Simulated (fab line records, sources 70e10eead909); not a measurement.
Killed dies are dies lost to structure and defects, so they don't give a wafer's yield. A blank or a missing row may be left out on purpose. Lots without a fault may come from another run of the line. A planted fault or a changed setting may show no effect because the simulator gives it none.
A struck lot beside a sound one | flow nand_harc | 13 steps out of a route of 1159
Sound: wafers L314.3, L314.5, L314.6. Struck: wafers L312.2, L312.3, L312.4. The cause comes at the end.
At each step with rows: each side's tool, then ch and its chambers, then its first start. Under that, the readings that differ: sound wafers | struck wafers | difference of the means | sigmas: that difference in standard deviations of wafers without a fault.
alike: readings whose means differ by less than 2 such deviations, and words and numbers that are the same on both sides. not compared: withheld readings, readings that some wafer has no value for, bounds like >300 that may hide the same value, and numbers for which the record gives no deviation and whose values overlap.
The two part at a step that has a row with sigmas, a row that says differs or no value, or rows on one side only. Numbers that don't overlap but have no deviation are shown without sigmas and don't part them. A reading that every wafer of one side lacks parts them only if that side has two wafers or more.

NHARC_A_ZERO_WELL_INSPECT_17:
  sound on defect_inspect-01, day 10 16:05; struck on defect_inspect-01, day 10 00:47
  alike: raw_defect_count
then, 3 steps without rows for these wafers: NHARC_A_SOURCE_PLATE_PRECLEAN_00 (cleans in HF-LAST, time 60 s); NHARC_A_SOURCE_PLATE_SRD_01; NHARC_A_SOURCE_PLATE_OXIDE_02 (material SiO2, target thk 10 nm, ox time 1362 s).
NHARC_A_SOURCE_PLATE_THK_MEAS_09: measures by ellipsometry.
  sound on film_metro-02, day 11 01:27; struck on film_metro-02, day 10 08:40
  alike: thk_nm
then, 3 steps without rows for these wafers: NHARC_A_SOURCE_PLATE_PVD_04 (deposits WSi2, target thk 50 nm); NHARC_A_SOURCE_PLATE_CVD_03 (deposits poly-Si, target thk 200 nm, time 4000 s); NHARC_A_SOURCE_PLATE_ANNEAL_05 (time 1800 s).
NHARC_A_SOURCE_PLATE_THK_MEAS_06: measures by ellipsometry.
  sound on film_metro-01, day 11 17:44; struck on film_metro-01, day 10 21:45
  alike: thk_nm
NHARC_A_SOURCE_PLATE_INSPECT_08:
  sound on defect_inspect-01, day 11 17:49; struck on defect_inspect-01, day 10 21:49
  alike: raw_defect_count
NHARC_A_ONON_D1_DEP_00: target thk 1000 nm.
  sound on pecvd_onon-02 ch 0, day 11 18:19; struck on pecvd_onon-03 ch 0, day 10 21:56
NHARC_A_ONON_D1_THK_MEAS_02: measures by ellipsometry.
  sound on film_metro-01, day 11 18:43; struck on film_metro-02, day 10 22:34
  reading     | sound          | struck         | difference | sigmas
  thk_nm (nm) | 1004 1003 1000 | 1291 1293 1293 | +290       | +32
  not compared: hold
-- the record jumps here: 12 days lie between the struck wafers' starts before and after (it left off in module A_ONON_D1 and takes up again in module END, whose first step shown is number 1159 of the route) --
NHARC_END_SORT_01:
  sound on prober-01 ch 0, day 23 20:27; struck on prober-01 ch 0, day 22 14:14
  alike: killed_at_array, killed_at_other, killed_at_periphery, killed_dies, killed_open, killed_short

WHERE THEY PART
Only at NHARC_A_ONON_D1_THK_MEAS_02, within this record. Later steps at which nothing parts them and some readings are alike: NHARC_END_SORT_01.

WHY: what the simulator had put in
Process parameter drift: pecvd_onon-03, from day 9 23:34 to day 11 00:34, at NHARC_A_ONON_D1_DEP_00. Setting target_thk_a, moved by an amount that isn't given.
